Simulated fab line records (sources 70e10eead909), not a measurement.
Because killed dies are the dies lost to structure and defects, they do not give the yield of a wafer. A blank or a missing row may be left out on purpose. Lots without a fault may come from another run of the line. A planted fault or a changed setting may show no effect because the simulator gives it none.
Matching of chambers -- flow nand-harc -- cmp-03 running NHARC_P_M2_CMP_23: 4 sister chambers
The step polishes, t overpolish 20 s, target thk 144.3 nm. 22 wafers are shown with their chamber, then 11 later ones without.

== WAFERS, EACH WITH ITS CHAMBER ==
wafer,chamber,motor-current-A (A),time-to-endpoint-s (s)
L074.1,2,12.7,27.6
L074.2,3,13.0,29.6
L074.4,1,13.0,29.2
L081.1,1,12.3,32.6
L081.4,0,11.6,30.0
L081.5,2,12.7,31.7
L082.1,0,11.1,28.0
L082.5,0,11.6,26.0
L082.6,1,12.1,29.2
L083.3,2,13.1,29.5
L083.4,1,13.7,29.7
L083.5,3,12.0,28.6
L085.2,0,11.8,26.4
L085.4,1,12.7,28.7
L085.6,3,12.1,27.2
L084.1,0,11.8,31.1
L084.4,3,12.4,30.3
L084.5,0,11.3,30.0
L087.2,1,12.8,28.2
L087.5,0,12.1,27.6
L087.6,3,12.7,30.0
L086.2,2,12.2,28.8

SIGNATURES (averages over the wafers above)
reading,chamber 0,chamber 1,chamber 2,chamber 3,scatter within a chamber
motor-current-A,11.614,12.767,12.675,12.440,0.432
time-to-endpoint-s,28.443,29.600,29.400,29.140,1.67
Rule: a wafer lies at a distance from a chamber equal to the root of the sum of squares, over the readings, of (its reading less the chamber's mean, divided by the reading's scatter). If the next closest chamber is less than 2 further off than the closest, the wafer can't be placed; otherwise it belongs to the closest. The scatter is the square root of a quotient: the sum, over the shown wafers, of each reading's squared deviation from its chamber's mean, divided by wafers minus chambers.

== WAFERS MISSING THEIR CHAMBER ==
wafer,motor-current-A (A),time-to-endpoint-s (s)
L086.5,12.3,30.8
L086.6,12.4,27.4
L094.2,12.9,29.7
L094.3,12.1,28.2
L094.4,12.0,24.9
L095.3,11.4,29.8
L095.4,12.8,32.4
L095.6,13.0,30.5
L096.3,12.6,26.1
L096.4,12.0,28.9
L096.5,12.4,29.6

== WHICH CHAMBER EACH ONE RAN IN ==
wafer,from the rows above,in truth
L086.5,can't be placed: 3 or 2 or 1 or 0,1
L086.6,can't be placed: 3 or 2 or 1 or 0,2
L094.2,can't be placed: 1 or 2 or 3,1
L094.3,can't be placed: 3 or 0 or 2 or 1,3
L094.4,can't be placed: 0 or 3 or 2 or 1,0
L095.3,can't be placed: 0 or 3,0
L095.4,can't be placed: 1 or 2 or 3 or 0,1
L095.6,can't be placed: 1 or 2 or 3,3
L096.3,can't be placed: 3 or 2 or 1 or 0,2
L096.4,can't be placed: 0 or 3 or 2 or 1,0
L096.5,can't be placed: 3 or 2 or 1 or 0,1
Correct placement for 0 of the 11. Can't be placed from these rows: 11 (the true chamber is among the candidates in 11). Number placed wrongly: 0.
